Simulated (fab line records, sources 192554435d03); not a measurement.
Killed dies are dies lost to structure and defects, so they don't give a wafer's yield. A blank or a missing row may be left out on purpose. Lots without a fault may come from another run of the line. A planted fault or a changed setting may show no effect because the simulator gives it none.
Split-lot experiment | flow n5_finfet | 7 lots, 39 wafers read, on a route of 1938 steps

THE SPLIT
At N5_BEOL_M9_DEP_56 (deposits SiCN from 3MS/NH3, target thk 15 nm, time 26.5 s), the setting time_s was moved away from the recipe's 26.5 s on 12 of the 39 wafers read, by -27.9% to +58.5%. The other wafers ran this setting at the recipe's value.

The reading is taken at the split's own step.

THE READING
SiCN_of_BEOL_M9_DEP_56.thk_nm (the simulator's own value, which no gauge read), in nm, at N5_BEOL_M9_DEP_56 (deposits SiCN from 3MS/NH3, target thk 15 nm, time 26.5 s). The file gives no usual value for it. The 27 wafers here that ran the recipe average 15.0 nm, standard deviation 0.18 nm.

wafer  | tool, chamber at the split | time_s as run, s | against the recipe | SiCN_of_BEOL_M9_DEP_56.thk_nm, nm | against lot-mates on the recipe
L074.1 | pecvd-01, 2                | 26.5             | recipe             | 15.2                              | -
L074.2 | pecvd-01, 0                | 19.1             | -27.9%             | 11                                | -4.0
L074.4 | pecvd-01, 0                | 19.1             | -27.9%             | 11                                | -4.0
L074.3 | pecvd-01, 1                | 26.5             | recipe             | 14.8                              | -
L074.5 | pecvd-01, 1                | 26.5             | recipe             | 15                                | -
L074.6 | pecvd-01, 2                | 19.1             | -27.9%             | 11.2                              | -3.8
L076.1 | pecvd-01, 0                | 35.33            | +33.3%             | 20                                | +4.9
L076.2 | pecvd-01, 1                | 26.5             | recipe             | 15                                | -
L076.3 | pecvd-01, 2,1              | 26.5             | recipe             | 15.2                              | -
L076.4 | pecvd-01, 2,1              | 26.5             | recipe             | 15.2                              | -
L076.5 | pecvd-01, 0                | 35.33            | +33.3%             | 20.2                              | +5.1
L076.6 | pecvd-01, 2                | 35.33            | +33.3%             | 20.4                              | +5.3
L079.1 | pecvd-02, 0                | 26.5             | recipe             | 15                                | -
L079.2 | pecvd-02, 1                | 41.91            | +58.2%             | 23.4                              | +8.4
L079.3 | pecvd-02, 2                | 41.91            | +58.2%             | 23                                | +8.0
L079.4 | pecvd-02, 2                | 26.5             | recipe             | 14.8                              | -
L079.5 | pecvd-02, 1                | 26.5             | recipe             | 15.2                              | -
L079.6 | pecvd-02, 0                | 41.91            | +58.2%             | 23.6                              | +8.6
L082.1 | pecvd-02, 2                | 26.5             | recipe             | 15                                | -
L082.6 | pecvd-02, 2                | 26.5             | recipe             | 15                                | -
L082.3 | pecvd-02, 1                | 26.5             | recipe             | 15.2                              | -
L088.1 | pecvd-04, 0,2              | 26.5             | recipe             | 14.8                              | -
L088.2 | pecvd-04, 0,2              | 26.5             | recipe             | 14.8                              | -
L088.3 | pecvd-04, 2,0,0            | 26.5             | recipe             | 15                                | -
L088.4 | pecvd-04, 2,0,0            | 26.5             | recipe             | 15                                | -
L088.6 | pecvd-04, 2,0,0            | 26.5             | recipe             | 15                                | -
L088.5 | pecvd-04, 2                | 26.5             | recipe             | 15.2                              | -
L091.1 | pecvd-04, 1                | 42               | +58.5%             | 23.4                              | +8.3
L091.2 | pecvd-04, 2                | 26.5             | recipe             | 15                                | -
L091.3 | pecvd-04, 0                | 26.5             | recipe             | 14.8                              | -
L091.4 | pecvd-04, 2                | 26.5             | recipe             | 15.6                              | -
L091.5 | pecvd-04, 1                | 42               | +58.5%             | 23.8                              | +8.7
L091.6 | pecvd-04, 0                | 42               | +58.5%             | 24                                | +8.9
L093.1 | pecvd-01, 2,1,0            | 26.5             | recipe             | 15                                | -
L093.2 | pecvd-01, 2,1,0            | 26.5             | recipe             | 15                                | -
L093.4 | pecvd-01, 2,1,0            | 26.5             | recipe             | 15                                | -
L093.3 | pecvd-01, 0                | 26.5             | recipe             | 14.8                              | -
L093.5 | pecvd-01, 2,1              | 26.5             | recipe             | 15.2                              | -
L093.6 | pecvd-01, 2,1              | 26.5             | recipe             | 15.2                              | -
Where a row lists several chambers, the file gives one row for several wafers and doesn't say which wafer went through which chamber.

THE FIT
A straight line over all 39 wafers: SiCN_of_BEOL_M9_DEP_56.thk_nm changes by +0.146 nm for each +1% of time_s; r = +1.00; the points scatter about the line by 0.22 nm.
The same after taking each lot's own level away (the mean of its wafers on the recipe; 39 wafers): +0.145 nm for each +1%; r = +1.00; scatter 0.2 nm.
On that fit, the largest move of time_s shifts the reading by 8.5 nm.
The lots' own levels span 14.97 to 15.13 nm, that is 0.9 times the standard deviation above.
So the lot-to-lot level changes the slope little: the two slopes agree.
Check: with one of the wafers moved furthest among these (+58.5%) left out of the fit, the line predicts +8.56 nm for it against its lot-mates. It came out at +8.27 nm against them.

OTHER SPLITS ON THESE WAFERS
These wafers also went through other splits before the reading. Each is held against what the fit with the lots' levels taken away leaves over:
other split on the same wafers    | wafers away from the commonest value | r with SiCN_of_BEOL_M9_DEP_56.thk_nm (lot level and that fit taken away)
N5_BEOL_M3_HM_DEP_02 target_thk_a | 15                                   | +0.20
N5_BEOL_M6_ILD_DEP_00 time_s      | 12                                   | +0.11

THE FILE'S OWN FIT
SiCN_of_BEOL_M9_DEP_56.thk_nm changes by +0.146 nm for each +1% of time_s, r = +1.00.
